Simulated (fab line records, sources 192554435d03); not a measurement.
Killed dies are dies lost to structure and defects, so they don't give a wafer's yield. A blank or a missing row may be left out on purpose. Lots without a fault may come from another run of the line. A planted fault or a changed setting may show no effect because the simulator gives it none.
Which tool did it? | flow n5_finfet | 12 lots, 36 wafers sampled, at 1 step of a route of 1938

WHAT THE GAUGES READ, wafer by wafer
N5_BEOL_M11_CD_MEAS_11: target cd 64.1 nm.
lot  | measured     | on        | cd_nm (nm)
L075 | day 10 13:04 | cd_sem-03 | 64.6 64.4 64.4
L077 | day 11 01:43 | cd_sem-03 | 64.0 63.8 63.8
L081 | day 11 21:19 | cd_sem-01 | 64.4 64.2 64.8
L079 | day 12 03:14 | cd_sem-01 | 64.5 63.8 64.2
L083 | day 12 12:01 | cd_sem-01 | 64.5 64.4 64.3
L086 | day 13 11:18 | cd_sem-01 | 64.2 63.5 64.3
L089 | day 13 19:11 | cd_sem-01 | 64.4 63.4 63.8
L088 | day 13 22:35 | cd_sem-01 | 64.6 64.7 64.5
L093 | day 14 17:32 | cd_sem-02 | 64.2 63.7 63.4
L092 | day 14 23:34 | cd_sem-02 | 64.1 63.6 64.2
L095 | day 16 00:09 | cd_sem-03 | 64.1 64.6 64.1
L096 | day 16 08:53 | cd_sem-01 | 64.2 64.1 63.6

WHICH TOOL RAN EACH LOT (tool, then ch and the chambers of the sampled wafers, then the start)
The record holds no process step before these readings.

THE ANSWER, worked out from the rows above alone
Rule: what is usual is taken from the lots themselves. Put in order of their means at a reading, lots are off if they are a third of the lots or fewer, leave a main group of 4 or more, and stand apart from it by a gap of 3 or more times the standard deviation of the main group's means; of several such gaps the widest counts. A main group whose means are all the same, to the digits that the tables above print for the reading, isn't used. A lot without any number at a reading at which 4 lots or more have one is off too. The other lots that the step has rows for count as sound.
No lot is off at any reading shown: from this, nothing can be told.

WHAT THE SIMULATOR HAD PUT IN
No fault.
